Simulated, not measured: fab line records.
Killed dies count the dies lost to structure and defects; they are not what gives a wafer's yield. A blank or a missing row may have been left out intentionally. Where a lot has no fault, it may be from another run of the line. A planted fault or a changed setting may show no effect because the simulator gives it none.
A lot that was struck, set against a sound lot	flow nand-harc	14 steps out of a route of 1302
Sound: wafers L432.3, L432.4, L432.6. Wafers struck: L439.1, L439.5. At the end, the cause is stated.
Each step with rows lists, per side, the tool, then ch with its chambers, then its first start. Under that, the readings that differ: sound wafers	struck wafers	difference of the means	sigmas: that difference in standard deviations of wafers without a fault.
alike: a reading whose means differ by less than 2 such deviations, as well as words and numbers matching on both sides. not compared: withheld readings; readings where some wafer has no value; bounds like >300 that might hide an equal value; numbers whose values overlap and for which the record gives no deviation.
The two part at a step that has a row with sigmas, a row that says differs or no value, or rows on one side only. When numbers do not overlap yet have no deviation, they are printed without sigmas and do not part them. A reading missing from all wafers of one side parts the sides only when that side holds two or more wafers.

first, 4 steps without rows for these wafers: NHARC_A_WL_FILL_STRIP_28 (strips in post etch residue remover, time 1200 s); NHARC_A_WL_FILL_PRECLEAN_06 (cleans in DIW, time 300 s); NHARC_A_WL_FILL_SRD_07; NHARC_A_WL_FILL_ANNEAL_08 (time 1800 s).
NHARC_A_WL_FILL_ALD_10: deposits SiO2, target thk 50 nm, pulse time 10 s, ald cycles 500.
  sound on ald-hk-01 ch 0,1, day 21 17:48; struck on ald-hk-02 ch 0,1, day 23 21:25
  alike: heater-power-w, precursor-pulse-height-rel, susceptor-temp-C
NHARC_A_WL_FILL_ETCHBACK_16: etches the open film in C4F8/O2/Ar, target depth 120 nm, time 24 s.
  sound: rie-diel-01 ch 1,2; struck: rie-diel-11 ch 0,2
  alike: oes-product-au, rf-vpp-V, run-length-s
  not compared: rf-hours-counter-h
NHARC_A_WL_FILL_STRIP_29: strips in O2, time 20 s.
  sound on rie-diel-01 ch 0,2,3, day 21 22:35; struck on rie-diel-11 ch 0,1, day 24 00:37
  alike: drypump-motor-current-A, oes-product-au, rf-vpp-V, showerhead-plenum-p-Torr, throttle-valve-pct
  not compared: rf-hours-counter-h
NHARC_A_WL_FILL_ETCHBACK_17: etches the open film in Cl2/BCl3, target depth 4 nm, time 26.7 s.
  sound on rie-metal-01 ch 0,1, day 21 22:43; struck on rie-metal-03 ch 0, day 24 00:43
  alike: drypump-motor-current-A, he-backside-leak-sccm, oes-product-au, run-length-s
  not compared: rf-hours-counter-h
then, 3 steps without rows for these wafers: NHARC_A_WL_FILL_PRECLEAN_18 (cleans in dHF, time 30 s); NHARC_A_WL_FILL_SRD_21; NHARC_A_WL_FILL_CVD_23 (deposits poly-Si, target thk 40 nm, time 800 s).
NHARC_A_WL_FILL_ETCHBACK_26: etches the open film in HBr, target depth 52 nm, time 13.3 s.
  sound on rie-si-04 ch 1,2,3, day 22 03:55; struck on rie-si-01 ch 1, day 24 05:58
reading	sound	struck	difference	sigmas
oes-product-au (a.u.)	0.989 1.000 0.996	1.007 1.009	+0.013	+2
run-length-s (s)	34.4 33.9 34.0	30.9 30.4	-3.5	-9
throttle-valve-pct (%)	23.238 23.261 23.254	23.269 23.282	+0.024	+3
  alike: drypump-motor-current-A, he-backside-leak-sccm
  not compared: rf-hours-counter-h
then, 1 step without rows for these wafers: NHARC_A_WL_FILL_PRECLEAN_30 (cleans in dHF, time 10 s).
NHARC_END_SORT_01:
  the record has rows for the sound wafers here (prober-01 ch 0, day 25 10:02) and none for the struck ones

WHERE THEY PART
At NHARC_A_WL_FILL_ETCHBACK_26 first; at NHARC_END_SORT_01 last (within this record only).

WHY: the cause the simulator had injected
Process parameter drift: rie-si-01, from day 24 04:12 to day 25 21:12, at NHARC_A_WL_FILL_ETCHBACK_26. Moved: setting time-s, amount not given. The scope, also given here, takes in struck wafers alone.
